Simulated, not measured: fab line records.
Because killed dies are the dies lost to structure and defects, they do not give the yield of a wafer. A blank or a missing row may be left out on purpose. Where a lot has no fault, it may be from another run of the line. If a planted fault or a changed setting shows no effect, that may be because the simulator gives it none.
Matching of chambers :: flow n5 finfet :: N5_BEOL_M8_CURE_74 on uv cure-01: 3 sister chambers
The step cures SiCOH lowk, time 240 s. 3 wafers are shown with their chamber, then 10 later ones without.

## EACH WAFER AND ITS CHAMBER
wafer: L074.4
chamber: 2
lamp power pct (%): 52.22

wafer: L080.4
chamber: 1
lamp power pct (%): 52.29

wafer: L086.2
chamber: 0
lamp power pct (%): 52.36

## WAFERS MISSING THEIR CHAMBER
wafer: L086.3
lamp power pct (%): 52.30

wafer: L088.1
lamp power pct (%): 52.36

wafer: L088.4
lamp power pct (%): 52.43

wafer: L088.5
lamp power pct (%): 52.25

wafer: L092.2
lamp power pct (%): 52.27

wafer: L092.3
lamp power pct (%): 52.26

wafer: L092.4
lamp power pct (%): 52.32

wafer: L096.3
lamp power pct (%): 52.33

wafer: L096.5
lamp power pct (%): 52.28

wafer: L096.6
lamp power pct (%): 52.38

## WHICH CHAMBER EACH WENT THROUGH
wafer: L086.3
from the rows above: can't be placed: 1 or 0
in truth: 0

wafer: L088.1
from the rows above: 0
in truth: 0

wafer: L088.4
from the rows above: 0
in truth: 0

wafer: L088.5
from the rows above: can't be placed: 2 or 1
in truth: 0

wafer: L092.2
from the rows above: can't be placed: 1 or 2
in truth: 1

wafer: L092.3
from the rows above: can't be placed: 1 or 2
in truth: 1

wafer: L092.4
from the rows above: can't be placed: 1 or 0
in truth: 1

wafer: L096.3
from the rows above: can't be placed: 0 or 1
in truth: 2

wafer: L096.5
from the rows above: can't be placed: 1 or 2
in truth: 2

wafer: L096.6
from the rows above: 0
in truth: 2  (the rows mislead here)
Correctly placed: 2 of 10. From these rows, 7 cannot be placed; in 5 the true chamber is one of the candidates. Placed wrongly: 1.
How it was worked out, from the rows above alone: a wafer's distance from a chamber is the root of the sum, over the readings, of the square of ((its reading less the chamber's mean) divided by the reading's scatter). If the next closest chamber is less than 2 further off than the closest, the wafer can't be placed; otherwise it belongs to the closest. For every chamber, the mean is computed from those of its wafers that are shown. The scatter: root of mean squared gap, hidden wafer to nearest shown wafer, with one shown wafer a chamber.
